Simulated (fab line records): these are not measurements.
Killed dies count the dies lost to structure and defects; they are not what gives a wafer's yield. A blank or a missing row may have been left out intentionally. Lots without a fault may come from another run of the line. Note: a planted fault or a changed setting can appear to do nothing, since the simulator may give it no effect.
What tool caused it?    flow nand_harc    42 wafers from 14 lots sampled at 5 of the route's 1302 steps

== WHAT EACH GAUGE READ, for each wafer ==
NHARC_P_BONDPAD_THK_MEAS_20: measures by xrf. Usual: thk_nm reads 160.6 nm (standard deviation 1.5).
lot   measured      on             thk_nm (nm)        flag
L602  day 7 02:43   film_metro-01  161.7 164.0 163.1  
L603  day 7 03:17   film_metro-01  164.5 161.9 163.1  
L607  day 8 14:47   film_metro-02  160.2 162.5 161.6  
L608  day 9 13:23   film_metro-02  158.7 161.5 161.5  
L609  day 9 20:25   film_metro-02  160.5 159.4 157.8  
L610  day 9 23:25   film_metro-02  162.8 160.9 159.2  
L611  day 10 09:59  film_metro-02  161.7 161.8 162.1  
L612  day 10 20:34  film_metro-02  160.4 159.0 159.7  
L613  day 11 11:17  film_metro-01  160.4 161.0 162.5  
L614  day 11 16:07  film_metro-01  161.7 159.7 160.0  
L615  day 12 04:47  film_metro-02  163.1 161.6 158.3  
L616  day 12 15:23  film_metro-01  158.1 160.6 158.6  
L622  day 14 23:10  film_metro-02  132.7 160.1 160.4  OFF
L623  day 15 15:37  film_metro-01  123.7 129.5 158.3  OFF

== EACH LOT AND THE TOOL THAT RAN IT (in order: tool; ch and the chambers of the sampled wafers; start) ==
lot   NHARC_P_BONDPAD_DESCUM_11           NHARC_P_BONDPAD_PVD_27                   NHARC_P_BONDPAD_ECD_18          NHARC_P_BONDPAD_ANNEAL_28
L602  rie_diel-02 ch 0,1,3, day 7 00:22   pvd_sputter-03, day 7 01:40 or earlier   ecd_cu-01 ch 0,1, day 7 01:40   rtp_anneal-02 ch 0, day 7 02:03
L603  rie_diel-02 ch 0,3, day 7 00:57     pvd_sputter-01, day 7 02:24 or earlier   ecd_cu-02 ch 0,1, day 7 02:24   rtp_anneal-01 ch 0, day 7 02:47
L607  rie_diel-09 ch 1,2,3, day 8 12:21   pvd_sputter-03, day 8 13:47 or earlier   ecd_cu-01 ch 0,1, day 8 13:47   rtp_anneal-01 ch 0, day 8 14:10
L608  rie_diel-09 ch 0,2,3, day 9 11:03   pvd_sputter-02, day 9 12:29 or earlier   ecd_cu-01 ch 0,1, day 9 12:29   rtp_anneal-02 ch 0, day 9 12:52
L609  rie_diel-09 ch 0,2,3, day 9 18:05   pvd_sputter-02, day 9 19:22 or earlier   ecd_cu-01 ch 0,1, day 9 19:22   rtp_anneal-01 ch 0, day 9 19:45
L610  rie_diel-02 ch 0,1,2, day 9 21:06   pvd_sputter-02, day 9 22:26 or earlier   ecd_cu-02 ch 0, day 9 22:26     rtp_anneal-01 ch 0, day 9 22:46
L611  rie_diel-09 ch 0,1,3, day 10 07:38  pvd_sputter-03, day 10 09:02 or earlier  ecd_cu-01 ch 0,1, day 10 09:02  rtp_anneal-01 ch 0, day 10 09:25
L612  rie_diel-11 ch 0,2,3, day 10 18:13  pvd_sputter-03, day 10 19:34 or earlier  ecd_cu-01 ch 0,1, day 10 19:34  rtp_anneal-01 ch 0, day 10 19:56
L613  rie_diel-02 ch 0,1, day 11 08:41    pvd_sputter-01, day 11 10:23 or earlier  ecd_cu-01 ch 0,1, day 11 10:23  rtp_anneal-01 ch 0, day 11 10:43
L614  rie_diel-02 ch 0,1,2, day 11 13:47  pvd_sputter-03, day 11 15:04 or earlier  ecd_cu-01 ch 0,1, day 11 15:04  rtp_anneal-02 ch 0, day 11 15:27
L615  rie_diel-11 ch 0,1,3, day 12 02:26  pvd_sputter-02, day 12 03:44 or earlier  ecd_cu-02 ch 0,1, day 12 03:44  rtp_anneal-01 ch 0, day 12 04:07
L616  rie_diel-02 ch 0,1, day 12 13:03    pvd_sputter-02, day 12 14:23 or earlier  ecd_cu-01 ch 0,1, day 12 14:23  rtp_anneal-01 ch 0, day 12 14:46
L622  rie_diel-02 ch 0,2,3, day 14 20:49  pvd_sputter-01, day 14 22:13 or earlier  ecd_cu-02 ch 0,1, day 14 22:13  rtp_anneal-02 ch 0, day 14 22:36
L623  rie_diel-02 ch 2,3, day 15 13:15    pvd_sputter-01, day 15 14:32 or earlier  ecd_cu-02 ch 0,1, day 15 14:32  rtp_anneal-02 ch 0, day 15 14:57
- NHARC_P_BONDPAD_DESCUM_11: chemistry O2, time 3 s.
- NHARC_P_BONDPAD_PVD_27: deposits Cu, target thk 30 nm, time 20.49 s.
- NHARC_P_BONDPAD_ECD_18: material Cu, target thk 400 nm.
- NHARC_P_BONDPAD_ANNEAL_28: time 90 s.

== AS READ BY THE TOOLS THEMSELVES (means over the sampled wafers that have a number; for cases with no such wafer, the mark the record gives instead) ==
NHARC_P_BONDPAD_DESCUM_11. Usual: drypump_motor_current_A 5.8 A, standard deviation 0.45; oes_product_au 1.000 a.u., standard deviation 0.0095; rf_vpp_V 57.5 V, standard deviation 0.92; showerhead_plenum_p_Torr 1.87 Torr, standard deviation 0.065; throttle_valve_pct 11.311 %, standard deviation 0.01.
lot   tool         drypump_motor_current_A (A)  oes_product_au (a.u.)  rf_vpp_V (V)  showerhead_plenum_p_Torr (Torr)  throttle_valve_pct (%)  flag
L602  rie_diel-02  5.5                          0.998                  57.3          1.85                             11.322                  
L603  rie_diel-02  5.6                          0.994                  57.6          1.85                             11.312                  
L607  rie_diel-09  6.0                          1.005                  57.4          1.92                             11.311                  
L608  rie_diel-09  6.1                          1.006                  57.9          1.90                             11.307                  
L609  rie_diel-09  6.1                          1.002                  58.3          1.90                             11.313                  
L610  rie_diel-02  5.9                          0.990                  57.7          1.81                             11.315                  
L611  rie_diel-09  6.0                          0.997                  57.6          1.90                             11.304                  
L612  rie_diel-11  5.6                          0.998                  57.7          1.89                             11.306                  
L613  rie_diel-02  5.7                          0.998                  57.2          1.82                             11.316                  
L614  rie_diel-02  5.9                          1.001                  56.7          1.81                             11.311                  
L615  rie_diel-11  5.4                          1.004                  58.6          1.95                             11.314                  
L616  rie_diel-02  5.6                          1.001                  58.0          1.82                             11.311                  
L622  rie_diel-02  5.7                          0.998                  57.4          1.83                             11.319                  
L623  rie_diel-02  5.7                          0.993                  58.2          1.86                             11.319                  

NHARC_P_BONDPAD_PVD_27. Usual: throttle_valve_pct reads 29.7 % (standard deviation 1.4).
lot   tool            throttle_valve_pct (%)  flag
L602  pvd_sputter-03  30.2                    
L603  pvd_sputter-01  31.5                    
L607  pvd_sputter-03  29.7                    
L608  pvd_sputter-02  27.9                    
L609  pvd_sputter-02  28.0                    
L610  pvd_sputter-02  29.4                    
L611  pvd_sputter-03  29.4                    
L612  pvd_sputter-03  29.7                    
L613  pvd_sputter-01  30.3                    
L614  pvd_sputter-03  30.2                    
L615  pvd_sputter-02  29.0                    
L616  pvd_sputter-02  28.9                    
L622  pvd_sputter-01  30.4                    
L623  pvd_sputter-01  30.7                    

NHARC_P_BONDPAD_ANNEAL_28. Usual: wafer_temp_C_max reads 226.4 (standard deviation 0.36).
lot   tool           wafer_temp_C_max  flag
L602  rtp_anneal-02  226.6             
L603  rtp_anneal-01  226.1             
L607  rtp_anneal-01  226.5             
L608  rtp_anneal-02  226.5             
L609  rtp_anneal-01  226.5             
L610  rtp_anneal-01  226.3             
L611  rtp_anneal-01  226.3             
L612  rtp_anneal-01  226.3             
L613  rtp_anneal-01  226.3             
L614  rtp_anneal-02  226.2             
L615  rtp_anneal-01  226.3             
L616  rtp_anneal-01  226.5             
L622  rtp_anneal-02  226.6             
L623  rtp_anneal-02  226.6             

== THE ANSWER, worked out from the rows above alone ==
Rule: a lot is off if the mean of its wafers that have a number lies more than 3 standard deviations from the usual mean. Also off: a lot with no number at a reading for which 4 or more lots have one. The other lots that the step has rows for count as sound. First the gauges in route order, then the tools' own readings, where a lot's mean is used as printed above. The first step at which some lot is off is used, and at that step the reading that is off furthest; a lot without a number counts as furthest.
Off: L622, L623, at NHARC_P_BONDPAD_THK_MEAS_20 (thk_nm).
A tool fits if, at a process step before that reading, it ran every lot that is off, and no sound lot after the first of them. Those tools and the gauges at NHARC_P_BONDPAD_THK_MEAS_20 are tried in the same way. Because NHARC_P_BONDPAD_PVD_27 lacks a start for some lots, the hours and order of its lots are taken from NHARC_P_BONDPAD_ECD_18. Can't be told from this: 4 tools fit, rie_diel-02 at NHARC_P_BONDPAD_DESCUM_11, pvd_sputter-01 at NHARC_P_BONDPAD_PVD_27, ecd_cu-02 at NHARC_P_BONDPAD_ECD_18, rtp_anneal-02 at NHARC_P_BONDPAD_ANNEAL_28.

== WHAT THE SIMULATOR HAD INSERTED ==
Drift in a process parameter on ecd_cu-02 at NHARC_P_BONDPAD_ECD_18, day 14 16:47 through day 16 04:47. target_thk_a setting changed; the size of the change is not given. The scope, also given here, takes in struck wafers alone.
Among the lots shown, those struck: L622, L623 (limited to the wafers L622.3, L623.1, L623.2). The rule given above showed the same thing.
